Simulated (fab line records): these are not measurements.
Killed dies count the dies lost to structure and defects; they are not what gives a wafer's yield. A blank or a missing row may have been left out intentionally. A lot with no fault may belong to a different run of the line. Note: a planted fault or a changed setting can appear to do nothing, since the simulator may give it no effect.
fab line records	flow n5-finfet	part 1 of 2: steps 1 to 21 of 31
[record] lots = 5	wafers = 15	last-day = 16
route steps=1938 shown BEOL_M12@1631 BEOL_M13@1659
lots that met no fault: from a run of the same line without faults
start-h: hours from the record's opening day to when the first of the lot's shown wafers began	wait-h: hours from the lot's prior step to this one	" unchanged from the row above	L1.1+2: a row that stands for several wafers	- no value present, or no start provided	* or withheld: withheld	< > ~ a bound
route shown NAME@n: names a module that has steps shown in the file, with the first one's number in the route	usual: average and standard deviation across the fault-free wafers	same: alike in all rows	chamber/n: place in a boat	sites: the reading at each site	_std_site: standard deviation of those values	_edge_site: mean of outer sites minus mean of inner sites	radius-mm: how far each site lies from the wafer's centre	mask NAME#n: copy n	behind: the tool/chamber that last shaped the wafer	hold: the reason the lot was held/the length of the hold in hours/how it ended	device: whichever transistor did not switch (one of n, p or np)	end of line: the tests these same wafers got at the end of their route	a step without rows: its recipe alone	killed: count of dies lost to structure and defects at first sort (not the wafer's yield)	map: shows each die of a wafer: x if killed, . if not, _ if none is there
set.NAME: the setting as run; set.NAME@STEP: as run at that earlier step	model.NAME: the simulator's own value behind a step, which no gauge read
lots seen at some steps along the route; tables by step, rows by wafer
services: when a tool's chamber went out of use (start-h, in hours from the record's first day, below 0 if earlier), for how many hours, and the reason
[[steps]]
[step N5_BEOL_M12_HARDBAKE_32]
[recipe] temp-c = 130	time-s = 120
lot.wafer	tool	chamber	start-h	wait-h
L079.1+4+6	litho-track-02	0	-	-
L081.2+4+5	litho-track-04	0	-	-
L089.2+4+5	litho-track-02	0	-	-
L091.1+2+3	litho-track-04	0	-	-
L092.3+5+6	litho-track-05	0	-	-
[step N5_BEOL_M12_CD_MEAS_28]
[recipe] target-cd-nm = 160.2	landing-energy-ev = 500	detector = se-inlens	polarity = opening
[usual] cd-nm = 160.8/1.4
lot.wafer	tool	chamber	start-h	wait-h	cd-nm
L079.1	cd-sem-02	0	266.29	-	159.3
L079.4	"	0	"	"	158.3
L079.6	"	0	"	"	158.9
L081.2	cd-sem-02	0	273.24	-	160.3
L081.4	"	0	"	"	159.1
L081.5	"	0	"	"	159.5
L089.2	cd-sem-02	0	325.72	-	160.6
L089.4	"	0	"	"	160.5
L089.5	"	0	"	"	161.3
L091.1	cd-sem-01	0	330.85	-	161.1
L091.2	"	0	"	"	161.7
L091.3	"	0	"	"	161.2
L092.3	cd-sem-02	0	340.53	-	160.5
L092.5	"	0	"	"	161.4
L092.6	"	0	"	"	161.2
[step N5_BEOL_M12_OVL_MEAS_29]
[recipe] points-per-wafer = 44
[usual] M12_OVL = -3/5.7
lot.wafer	tool	chamber	start-h	wait-h	M12_OVL[nm]
L079.1	overlay-02	0	266.33	0.0	-2
L079.4	"	0	"	"	1
L079.6	"	0	"	"	3
L081.2	overlay-01	0	273.26	0.0	-2
L081.4	"	0	"	"	-3
L081.5	"	0	"	"	-6
L089.2	overlay-02	0	325.75	0.0	7
L089.4	"	0	"	"	5
L089.5	"	0	"	"	1
L091.1	overlay-02	0	330.88	0.0	-1
L091.2	"	0	"	"	-1
L091.3	"	0	"	"	-6
L092.3	overlay-01	0	340.56	0.0	-1
L092.5	"	0	"	"	-1
L092.6	"	0	"	"	2
[step N5_BEOL_M12_INSPECT_30]
[recipe] mode = adi	inspect-instrument = macro
[usual] raw-defect-count = 2.2/1.6
lot.wafer	tool	chamber	start-h	wait-h	raw-defect-count
L079.1	defect-inspect-01	-	266.35	0.0	1
L079.4	"	-	"	"	2
L079.6	"	-	"	"	2
L081.2	defect-inspect-01	-	273.29	0.0	2
L081.4	"	-	"	"	3
L081.5	"	-	"	"	2
L089.2	defect-inspect-01	-	325.78	0.0	0
L089.4	"	-	"	"	7
L089.5	"	-	"	"	3
L091.1	defect-inspect-02	-	330.91	0.0	2
L091.2	"	-	"	"	5
L091.3	"	-	"	"	3
L092.3	defect-inspect-01	-	340.58	0.0	3
L092.5	"	-	"	"	6
L092.6	"	-	"	"	2
[step N5_BEOL_M12_DESCUM_33]
[recipe] chemistry = O2	time-s = 7.9	source-power-w = 50	bias-power-w = 20	pressure-mtorr = 20	rf-frequency-hz = 2.712e+07	temp-c = 40	o2-flow-sccm = 225
[usual] drypump-motor-current-A = 5.8/0.45	o2-flow-sccm = 224.9/0.67	oes-product-au = 0.82/0.082	rf-vpp-V = 243.2/1.5	showerhead-plenum-p-Torr = 2.10/0.078	throttle-valve-pct = 20.37/0.25
lot.wafer	tool	chamber	start-h	wait-h	drypump-motor-current-A	o2-flow-sccm	oes-product-au	rf-hours-counter-h	rf-vpp-V	showerhead-plenum-p-Torr	throttle-valve-pct
L079.1	rie-diel-05	3	266.38	0.0	5.6	223.1	0.68	229	243.5	2.15	20.58
L079.4	"	3	"	"	5.6	224.2	0.69	-	245.0	2.15	20.58
L079.6	"	1	"	"	5.8	225.0	0.85	-	243.5	2.04	20.42
L081.2	rie-diel-05	2	273.32	0.0	5.2	225.9	0.74	147	243.3	2.01	20.14
L081.4	"	3	"	"	5.7	224.3	0.67	-	245.1	2.15	20.58
L081.5	"	2	"	"	5.2	226.5	0.74	-	242.8	2.01	20.14
L089.2	rie-diel-04	3	325.81	0.0	6.0	224.4	0.94	17	244.1	2.14	20.42
L089.4	"	1	"	"	6.4	225.8	0.82	90	245.1	2.21	20.73
L089.5	"	1	"	"	6.4	225.5	0.81	-	244.1	2.21	20.71
L091.1	rie-diel-04	2	330.94	0.0	5.9	225.5	0.88	47	246.6	2.25	20.15
L091.2	"	3	"	"	5.9	223.9	0.92	18	243.2	2.14	20.42
L091.3	"	1	"	"	6.4	223.3	0.80	91	245.1	2.21	20.73
L092.3	rie-diel-03	0	340.61	0.0	5.8	224.6	0.80	96	242.7	2.02	20.43
L092.5	"	2	"	"	6.6	224.4	0.79	-	241.3	2.02	20.33
L092.6	"	3	"	"	6.3	224.4	0.96	-	241.4	2.05	20.20
[step N5_BEOL_M12_ETCH_67]
[recipe] chemistry = CF4	target = SiARC	target-depth-a = 1430	time-s = 238.3	ion-energy-ev = 80	pressure-mtorr = 40	source-w = 545	bias-w = 36	Ar_flow_sccm = 100	cf4-flow-sccm = 100	ends = cleared
[usual] cf4-flow-sccm = 100.0/0.31	drypump-motor-current-A = 5.8/0.45	etch-rf-on-time-s = 238/5.7	oes-product-au = 0.70/0.069	rf-vpp-V = 184.2/1.1	showerhead-plenum-p-Torr = 2.14/0.068	throttle-valve-pct = 15.54/0.23
lot.wafer	tool	chamber	start-h	wait-h	cf4-flow-sccm	drypump-motor-current-A	etch-rf-on-time-s	oes-product-au	rf-hours-counter-h	rf-vpp-V	showerhead-plenum-p-Torr	throttle-valve-pct
L079.1	rie-diel-05	3	266.42	0.0	99.9	5.6	237	0.60	229	185.1	2.19	15.86
L079.4	"	3	"	"	100.0	5.6	240	0.59	-	185.0	2.19	15.86
L079.6	"	1	"	"	100.0	5.8	254	0.71	-	183.0	2.09	15.61
L081.2	rie-diel-05	2	273.36	0.0	99.6	5.2	248	0.63	147	183.6	2.07	15.37
L081.4	"	3	"	"	100.0	5.7	237	0.60	-	185.4	2.19	15.87
L081.5	"	2	"	"	100.1	5.2	245	0.64	-	183.1	2.07	15.36
L089.2	rie-diel-04	3	325.84	0.0	99.8	6.0	238	0.79	17	185.6	2.18	15.52
L089.4	"	1	"	"	100.1	6.4	236	0.70	90	186.3	2.24	15.76
L089.5	"	1	"	"	100.3	6.4	238	0.69	-	187.3	2.24	15.74
L091.1	rie-diel-04	2	330.98	0.0	100.2	5.9	234	0.77	47	186.7	2.27	15.22
L091.2	"	3	"	"	100.1	5.9	236	0.79	18	182.8	2.18	15.53
L091.3	"	1	"	"	100.4	6.4	235	0.70	91	185.9	2.24	15.76
L092.3	rie-diel-03	0	340.65	0.0	99.7	5.8	237	0.69	96	182.7	2.07	15.59
L092.5	"	2	"	"	100.4	6.6	242	0.66	-	184.1	2.08	15.52
L092.6	"	3	"	"	99.7	6.3	229	0.82	-	182.4	2.10	15.32
[step N5_BEOL_M12_ETCH_68]
[recipe] chemistry = N2/H2	target = SOC	mask-material = SiARC	source-w = 3000	bias-w = 350	temp-c = 40	time-s = 285	ion-energy-ev = 200	pressure-mtorr = 30	n2-flow-sccm = 200	h2-flow-sccm = 200
[usual] drypump-motor-current-A = 5.8/0.45	h2-flow-sccm = 200.0/0.64	oes-product-au = 0.82/0.083	rf-vpp-V = 524.0/2.6	showerhead-plenum-p-Torr = 2.54/0.092	throttle-valve-pct = 17.67/0.25
lot.wafer	tool	chamber	start-h	wait-h	drypump-motor-current-A	h2-flow-sccm	oes-product-au	rf-hours-counter-h	rf-vpp-V	showerhead-plenum-p-Torr	throttle-valve-pct
L079.1	rie-diel-05	3	266.56	0.1	5.6	199.1	0.69	229	526.5	2.61	17.87
L079.4	"	3	"	"	5.6	199.1	0.70	-	526.9	2.61	17.88
L079.6	"	1	"	"	5.8	199.0	0.87	-	521.4	2.47	17.62
L081.2	rie-diel-05	2	273.50	0.1	5.2	200.7	0.74	147	521.4	2.44	17.44
L081.4	"	3	"	"	5.6	200.5	0.69	-	525.2	2.61	17.88
L081.5	"	2	"	"	5.2	199.4	0.75	-	521.5	2.44	17.45
L089.2	rie-diel-04	3	325.99	0.1	5.9	199.7	0.94	17	525.6	2.60	17.75
L089.4	"	1	"	"	6.4	199.9	0.80	90	525.8	2.68	18.01
L089.5	"	1	"	"	6.4	199.7	0.80	-	527.0	2.68	18.01
L091.1	rie-diel-04	2	331.12	0.1	5.9	200.5	0.89	47	527.4	2.70	17.29
L091.2	"	3	"	"	6.0	200.5	0.94	18	525.5	2.59	17.74
L091.3	"	1	"	"	6.4	199.6	0.80	92	527.4	2.68	18.03
L092.3	rie-diel-03	0	340.79	0.1	5.7	199.5	0.79	96	522.6	2.47	17.92
L092.5	"	2	"	"	6.6	200.7	0.78	-	522.6	2.46	17.74
L092.6	"	3	"	"	6.3	199.9	0.96	-	522.2	2.48	17.52
[step N5_BEOL_M12_STRIP_69]
[recipe] chemistry = N2/H2	temp-c = 40	n2-flow-sccm = 200	h2-flow-sccm = 200	rf-frequency-hz = 6e+07
lot.wafer	tool	chamber	start-h	wait-h
L079.1+4+6	rie-diel-05	3,3,1	266.74	0.1
L081.2+4+5	rie-diel-05	2,3,2	273.68	0.1
L089.2+4+5	rie-diel-04	3,1,1	326.16	0.1
L091.1+2+3	rie-diel-04	2,3,1	331.29	0.1
L092.3+5+6	rie-diel-03	0,2,3	340.97	0.1
[step N5_BEOL_M12_TRENCH_ETCH_34]
[recipe] chemistry = C4F8/O2/Ar	target = SiOC	target-depth-a = 3189.5	mask-material = SOC	pressure-mtorr = 30	source-w = 3000	bias-w = 700	Ar_flow_sccm = 400	C4F8_flow_sccm = 15	O2_flow_sccm = 8	he-inner-torr = 15	he-outer-torr = 30	time-s = 125.5	ion-energy-ev = 250
[usual] drypump-motor-current-A = 5.8/0.45	oes-product-au = 0.82/0.084	rf-vpp-V = 666/3.1	showerhead-plenum-p-Torr = 3.42/0.11	throttle-valve-pct = 24.14/0.2
lot.wafer	tool	chamber	start-h	wait-h	drypump-motor-current-A	oes-product-au	rf-hours-counter-h	rf-vpp-V	showerhead-plenum-p-Torr	throttle-valve-pct
L079.1	rie-diel-05	3	266.75	0.0	5.6	0.69	230	667	3.47	24.19
L079.4	"	3	"	"	5.6	0.69	-	667	3.47	24.20
L079.6	"	1	"	"	5.8	0.85	-	665	3.34	24.22
L081.2	rie-diel-05	2	273.69	0.0	5.2	0.74	147	662	3.29	23.85
L081.4	"	3	"	"	5.6	0.68	-	669	3.47	24.19
L081.5	"	2	"	"	5.2	0.74	-	661	3.29	23.85
L089.2	rie-diel-04	3	326.17	0.0	6.0	0.94	17	667	3.49	24.25
L089.4	"	1	"	"	6.4	0.81	90	669	3.56	24.35
L089.5	"	1	"	"	6.4	0.80	-	671	3.56	24.36
L091.1	rie-diel-04	2	331.30	0.0	5.9	0.89	47	669	3.63	23.87
L091.2	"	3	"	"	5.9	0.94	19	667	3.49	24.27
L091.3	"	1	"	"	6.4	0.81	92	670	3.56	24.35
L092.3	rie-diel-03	0	340.98	0.0	5.8	0.80	96	663	3.33	24.35
L092.5	"	2	"	"	6.6	0.78	-	662	3.32	24.13
L092.6	"	3	"	"	6.3	0.95	-	663	3.34	23.98
[step N5_BEOL_M12_STRIP_70]
[recipe] chemistry = C4F8/O2/Ar	resist = SiARC	rf-frequency-hz = 6e+07
lot.wafer	tool	chamber	start-h	wait-h
L079.1+4+6	rie-diel-05	3,3,1	266.86	0.1
L081.2+4+5	rie-diel-05	2,3,2	273.80	0.1
L089.2+4+5	rie-diel-04	3,1,1	326.29	0.1
L091.1+2+3	rie-diel-04	2,3,1	331.42	0.1
L092.3+5+6	rie-diel-03	0,2,3	341.09	0.1
[step N5_BEOL_M12_OCD_MEAS_35]
[usual] trench-depth-nm = 319/7.1
lot.wafer	tool	chamber	start-h	wait-h	trench-depth-nm
L079.1	ocd-02	-	266.90	0.0	314
L079.4	"	-	"	"	311
L079.6	"	-	"	"	313
L081.2	ocd-02	-	273.84	0.0	307
L081.4	"	-	"	"	310
L081.5	"	-	"	"	308
L089.2	ocd-02	-	326.33	0.0	325
L089.4	"	-	"	"	313
L089.5	"	-	"	"	314
L091.1	ocd-02	-	331.46	0.0	326
L091.2	"	-	"	"	330
L091.3	"	-	"	"	317
L092.3	ocd-02	-	341.13	0.0	326
L092.5	"	-	"	"	325
L092.6	"	-	"	"	325
[step N5_BEOL_M12_STRIP_37]
[recipe] chemistry = N2/H2	power-w = 1000	temp-c = 250	h2-frac = 0.65	overash-fraction = 0.3	pressure-mtorr = withheld	n2-flow-sccm = 1750	h2-flow-sccm = 3250
[usual] drypump-motor-current-A = 6.38/0.21	h2-flow-sccm = 3250/8.6	heater-power-w = 351/33	oes-product-au = 0.791/0.0096
lot.wafer	tool	chamber	start-h	wait-h	drypump-motor-current-A	h2-flow-sccm	heater-power-w	oes-product-au	rf-hours-counter-h
L079.1	plasma-asher-01	1	266.94	0.0	6.10	3245	339	0.792	83
L079.4	"	1	"	"	6.11	3247	328	0.791	-
L079.6	"	0	"	"	6.66	3254	399	0.794	-
L081.2	plasma-asher-02	1	274.14	0.3	6.59	3246	326	0.795	123
L081.4	"	0	"	"	6.27	3250	326	0.783	-
L081.5	"	1	"	"	6.53	3229	326	0.795	-
L089.2	plasma-asher-01	1	326.37	0.0	6.09	3257	345	0.796	94
L089.4	"	0	"	"	6.58	3265	403	0.790	-
L089.5	"	0	"	"	6.59	3271	402	0.792	-
L091.1	plasma-asher-01	1	331.50	0.0	6.12	3258	342	0.800	95
L091.2	"	0	"	"	6.55	3249	406	0.803	95
L091.3	"	0	"	"	6.59	3262	390	0.780	-
L092.3	plasma-asher-01	1	341.19	0.1	6.09	3251	336	0.792	-
L092.5	"	1	"	"	6.11	3247	342	0.797	-
L092.6	"	0	"	"	6.61	3262	407	0.789	-
[step N5_BEOL_M12_ETCH_38]
[recipe] chemistry = CF4/N2	target = SiCN	target-depth-a = 687	taper-deg = 2	time-s = 73.4	ion-energy-ev = 150	mask-material = SiO2	pressure-mtorr = 40	source-w = 430	bias-w = 70	Ar_flow_sccm = 100	cf4-flow-sccm = 60	n2-flow-sccm = 60
[usual] cf4-flow-sccm = 60.01/0.18	drypump-motor-current-A = 5.9/0.46	oes-product-au = 0.83/0.085	rf-vpp-V = 382.2/2	showerhead-plenum-p-Torr = 2.20/0.073	throttle-valve-pct = 15.36/0.21
lot.wafer	tool	chamber	start-h	wait-h	cf4-flow-sccm	drypump-motor-current-A	oes-product-au	rf-hours-counter-h	rf-vpp-V	showerhead-plenum-p-Torr	throttle-valve-pct
L079.1	rie-diel-03	3	268.00	-	60.18	6.3	0.68	255	380.4	2.17	15.65
L079.4	"	0	"	"	60.15	5.8	0.82	-	380.1	2.15	15.39
L079.6	"	2	"	"	60.17	6.6	0.80	-	379.3	2.15	15.29
L081.2	rie-diel-05	2	277.68	-	60.10	5.2	0.74	149	381.3	2.12	15.19
L081.4	"	0	"	"	59.86	5.5	0.81	-	383.9	2.24	14.99
L081.5	"	3	"	"	60.02	5.6	0.70	-	384.8	2.26	15.68
L089.2	rie-diel-04	3	328.71	-	59.97	6.0	0.92	18	384.2	2.25	15.34
L089.4	"	1	"	"	59.90	6.4	0.81	91	385.2	2.31	15.60
L089.5	"	2	"	"	60.16	5.9	0.89	-	386.0	2.34	15.06
L091.1	rie-diel-04	2	331.91	-	59.62	5.9	0.88	47	384.9	2.34	15.05
L091.2	"	1	"	"	59.92	6.4	0.80	92	384.4	2.31	15.59
L091.3	"	0	"	"	60.31	5.7	0.85	64	380.8	2.15	15.54
L092.3	rie-diel-03	2	342.52	-	59.97	6.6	0.77	114	379.9	2.14	15.34
L092.5	"	0	"	"	59.87	5.8	0.81	-	382.1	2.14	15.48
L092.6	"	1	"	"	60.13	5.1	0.90	-	381.5	2.16	15.14
[step N5_BEOL_M12_PRECLEAN_39]
[recipe] chemistry = residue-remover	time-s = 60	temp-c = 40
[usual] bath-guard-temp-C = 40.0/0.52
lot.wafer	tool	chamber	start-h	wait-h	bath-guard-temp-C
L079.1	wet-bench-03	2	268.13	0.1	40.3
L079.4	"	6	"	"	40.8
L079.6	"	0	"	"	40.0
L081.2	wet-bench-02	0	277.81	0.1	40.5
L081.4	"	4	"	"	40.1
L081.5	"	5	"	"	40.5
L089.2	wet-bench-02	0	328.83	0.1	40.0
L089.4	"	4	"	"	40.3
L089.5	"	1	"	"	40.2
L091.1	wet-bench-03	0	332.04	0.1	40.4
L091.2	"	1	"	"	39.5
L091.3	"	4	"	"	40.3
L092.3	wet-bench-02	2	342.65	0.1	41.3
L092.5	"	0	"	"	40.0
L092.6	"	7	"	"	39.4
[step N5_BEOL_M12_SRD_40]
[recipe] time-s = 30	temp-c = 23	rinse-liquid = diw	dry = n2-spin	spin-rpm = 1500	dry-time-s = 30
lot.wafer	tool	chamber	start-h	wait-h
L079.1+4+6	wet-bench-03	2,6,0	268.17	0.0
L081.2+4+5	wet-bench-02	0,4,5	277.83	0.0
L089.2+4+5	wet-bench-02	0,4,1	328.85	0.0
L091.1+2+3	wet-bench-03	0,1,4	332.06	0.0
L092.3+5+6	wet-bench-02	2,0,7	342.67	0.0
[step N5_BEOL_M12_DEGAS_41]
[recipe] ambient = vacuum	temp-c = 250	time-s = 60
[usual] heater-power-w = 325/23
lot.wafer	tool	chamber	start-h	wait-h	heater-power-w
L079.1	pvd-sputter-01	-	268.45	0.2	289
L079.4	"	-	"	"	351
L079.6	"	-	"	"	350
L081.2	pvd-sputter-03	-	278.20	0.4	310
L081.4	"	-	"	"	354
L081.5	"	-	"	"	360
L089.2	pvd-sputter-01	-	329.05	0.2	326
L089.4	"	-	"	"	353
L089.5	"	-	"	"	316
L091.1	pvd-sputter-03	-	334.03	2.0	308
L091.2	"	-	"	"	359
L091.3	"	-	"	"	355
L092.3	pvd-sputter-01	-	343.16	0.5	363
L092.5	"	-	"	"	348
L092.6	"	-	"	"	316
[step N5_BEOL_M12_PRE_CLEAN_42]
[recipe] gas = H2/He	time-s = 30	temp-c = 250
[usual] heater-power-w = 325/24
lot.wafer	tool	chamber	start-h	wait-h	heater-power-w
L079.1	pvd-sputter-01	-	268.49	0.0	298
L079.4	"	-	"	"	365
L079.6	"	-	"	"	355
L081.2	pvd-sputter-03	-	278.24	0.0	318
L081.4	"	-	"	"	355
L081.5	"	-	"	"	357
L089.2	pvd-sputter-01	-	329.09	0.0	330
L089.4	"	-	"	"	347
L089.5	"	-	"	"	317
L091.1	pvd-sputter-03	-	334.07	0.0	310
L091.2	"	-	"	"	361
L091.3	"	-	"	"	354
L092.3	pvd-sputter-01	-	343.20	0.0	354
L092.5	"	-	"	"	347
L092.6	"	-	"	"	308
[step N5_BEOL_M12_SPUTTER_43]
[recipe] material = TaN	target-thk-a = 150	temp-c = 50	bias-v = 168.6	power-w = 15000	chamber-pressure-pa = 0.12	time-s = 24.19
[usual] throttle-valve-pct = 30.0/1.1
lot.wafer	tool	chamber	start-h	wait-h	throttle-valve-pct
L079.1	pvd-sputter-01	-	268.53	0.0	29.9
L079.4	"	-	"	"	30.2
L079.6	"	-	"	"	30.2
L081.2	pvd-sputter-03	-	278.28	0.0	30.0
L081.4	"	-	"	"	29.8
L081.5	"	-	"	"	29.7
L089.2	pvd-sputter-01	-	329.13	0.0	27.9
L089.4	"	-	"	"	30.2
L089.5	"	-	"	"	31.7
L091.1	pvd-sputter-03	-	334.11	0.0	32.0
L091.2	"	-	"	"	29.7
L091.3	"	-	"	"	29.7
L092.3	pvd-sputter-01	-	343.24	0.0	30.1
L092.5	"	-	"	"	30.1
L092.6	"	-	"	"	31.4
[step N5_BEOL_M12_SPUTTER_44]
[recipe] material = Ta	target-thk-a = 100	temp-c = 50	bias-v = 80	power-w = 15000	chamber-pressure-pa = 0.07	time-s = 16.13
[usual] throttle-valve-pct = 30.0/1.2
lot.wafer	tool	chamber	start-h	wait-h	throttle-valve-pct
L079.1	pvd-sputter-01	-	268.61	0.0	30.2
L079.4	"	-	"	"	30.1
L079.6	"	-	"	"	30.5
L081.2	pvd-sputter-03	-	278.36	0.0	29.8
L081.4	"	-	"	"	29.5
L081.5	"	-	"	"	29.8
L089.2	pvd-sputter-01	-	329.21	0.0	28.0
L089.4	"	-	"	"	30.3
L089.5	"	-	"	"	31.8
L091.1	pvd-sputter-03	-	334.19	0.0	31.6
L091.2	"	-	"	"	29.7
L091.3	"	-	"	"	29.9
L092.3	pvd-sputter-01	-	343.32	0.0	30.2
L092.5	"	-	"	"	30.3
L092.6	"	-	"	"	31.5
[step N5_BEOL_M12_SPUTTER_45]
[recipe] material = Cu	target-thk-a = 800	temp-c = -20	bias-v = 60	power-w = 26000	chamber-pressure-pa = 0.13	time-s = 13.33
[usual] throttle-valve-pct = 30.0/1.1
lot.wafer	tool	chamber	start-h	wait-h	throttle-valve-pct
L079.1	pvd-sputter-01	-	268.69	0.0	30.2
L079.4	"	-	"	"	30.2
L079.6	"	-	"	"	30.2
L081.2	pvd-sputter-03	-	278.44	0.0	29.7
L081.4	"	-	"	"	29.8
L081.5	"	-	"	"	29.6
L089.2	pvd-sputter-01	-	329.29	0.0	27.8
L089.4	"	-	"	"	30.1
L089.5	"	-	"	"	31.8
L091.1	pvd-sputter-03	-	334.27	0.0	31.9
L091.2	"	-	"	"	29.6
L091.3	"	-	"	"	29.7
L092.3	pvd-sputter-01	-	343.40	0.0	30.1
L092.5	"	-	"	"	30.1
L092.6	"	-	"	"	31.9
[step N5_BEOL_M12_ECD_47]
[recipe] material = Cu	target-thk-a = 7200
lot.wafer	tool	chamber	start-h	wait-h
L079.1+4+6	ecd-cu-01	0,0,1	268.85	0.1
L081.2+4+5	ecd-cu-02	0,1,1	278.56	0.1
L089.2+4+5	ecd-cu-01	0,0,1	329.41	0.1
L091.1+2+3	ecd-cu-01	0,1,0	334.39	0.1
L092.3+5+6	ecd-cu-01	1,0,1	343.55	0.1
